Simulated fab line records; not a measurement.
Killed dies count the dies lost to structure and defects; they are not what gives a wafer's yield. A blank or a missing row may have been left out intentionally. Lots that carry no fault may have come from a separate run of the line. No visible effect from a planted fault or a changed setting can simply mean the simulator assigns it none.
Struck lot and sound lot, side by side ; flow nand_harc ; 13 out of 1159 route steps
Sound: these wafers, L772.2, L772.3, L772.4. Struck: wafers L786.3, L786.6. (L786.5 of the same lot was not struck and is left out.) The cause comes at the end.
Per side, at each step with rows, come the tool, then ch with its chambers, and then its first start. Under that, the readings that differ: sound wafers ; struck wafers ; difference of the means ; sigmas: that difference in standard deviations of wafers without a fault.
alike: readings whose means differ by less than 2 such deviations, and words and numbers that are the same on both sides. not compared: withheld readings, readings that some wafer has no value for, bounds like >300 that may hide the same value, and numbers for which the record gives no deviation and whose values overlap.
Wherever a step has rows on one side only, a row that says differs or no value, or a row with sigmas, the two part there. When numbers do not overlap yet have no deviation, they are printed without sigmas and do not part them. A reading that every wafer of one side lacks parts them only if that side has two wafers or more.

first, 4 steps without rows for these wafers: NHARC_A_STAIRCASE_TRIM_16 (chemistry O2, time 211.2 s); NHARC_A_STAIRCASE_ETCH_17 (etches the open film in C4F8/O2, target depth 100 nm, time 40.5 s); NHARC_A_STAIRCASE_TRIM_18 (chemistry O2, time 211.2 s); NHARC_A_STAIRCASE_ETCH_19 (etches the open film in C4F8/O2, target depth 100 nm, time 40.5 s).
NHARC_A_STAIRCASE_TRIM_20: chemistry O2, time 211.2 s.
  sound on rie_diel-04 ch 1,2,3, day 13 15:59; struck on rie_diel-04 ch 2,3, day 14 21:35
  alike: drypump_motor_current_A, oes_product_au, rf_vpp_V, showerhead_plenum_p_Torr, throttle_valve_pct
  not compared: rf_hours_counter_h
then, 1 step without rows for these wafers: NHARC_A_STAIRCASE_ETCH_21 (etches the open film in C4F8/O2, target depth 100 nm, time 40.5 s).
NHARC_A_STAIRCASE_TRIM_22: chemistry O2, time 211.2 s.
  sound: rie_diel-04 ch 0,1,3; struck: rie_diel-04 ch 1,2
  alike: drypump_motor_current_A, oes_product_au, rf_vpp_V, showerhead_plenum_p_Torr, throttle_valve_pct
  not compared: rf_hours_counter_h
NHARC_A_STAIRCASE_ETCH_23: etches the open film in C4F8/O2, target depth 100 nm, time 40.5 s.
  sound: rie_diel-04 ch 1,2,3; struck: rie_diel-04 ch 1,2
  alike: oes_product_au, rf_vpp_V, run_length_s
  not compared: rf_hours_counter_h
NHARC_A_STAIRCASE_TRIM_24: chemistry O2, time 211.2 s.
  sound: rie_diel-04 ch 0,2,3; struck: rie_diel-04 ch 1
  alike: drypump_motor_current_A, oes_product_au, rf_vpp_V, showerhead_plenum_p_Torr, throttle_valve_pct
  not compared: rf_hours_counter_h
then, 1 step without rows for these wafers: NHARC_A_STAIRCASE_ETCH_25 (etches the open film in C4F8/O2, target depth 100 nm, time 40.5 s).
NHARC_A_STAIRCASE_TRIM_26: chemistry O2, time 211.2 s.
  sound: rie_diel-04 ch 0,1,3; struck: rie_diel-04 ch 0,3
  alike: drypump_motor_current_A, oes_product_au, rf_vpp_V, showerhead_plenum_p_Torr, throttle_valve_pct
  not compared: rf_hours_counter_h
NHARC_A_STAIRCASE_ETCH_27: etches the open film in C4F8/O2, target depth 100 nm, time 40.5 s.
  sound on rie_diel-04 ch 1,2,3, day 13 17:08; struck on rie_diel-04 ch 2,3, day 14 22:41
reading;sound;struck;difference;sigmas
run_length_s (s);62.1 61.5 62.1;74.8 74.9;+12.9;+32
  alike: oes_product_au, rf_vpp_V
  not compared: rf_hours_counter_h
-- the record jumps here: 12 days lie between the struck wafers' starts before and after (it left off in module A_STAIRCASE and takes up again in module END, whose first step shown is number 1159 of the route) --
NHARC_END_SORT_01:
  the record has rows for the struck wafers here (prober-01 ch 0, day 26 20:16) and none for the sound ones

WHERE THEY PART
Earliest at NHARC_A_STAIRCASE_ETCH_27; latest, in this record, at NHARC_END_SORT_01.

WHY: what the simulator had put in
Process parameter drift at NHARC_A_STAIRCASE_ETCH_27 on rie_diel-04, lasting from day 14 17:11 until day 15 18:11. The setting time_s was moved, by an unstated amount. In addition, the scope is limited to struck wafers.
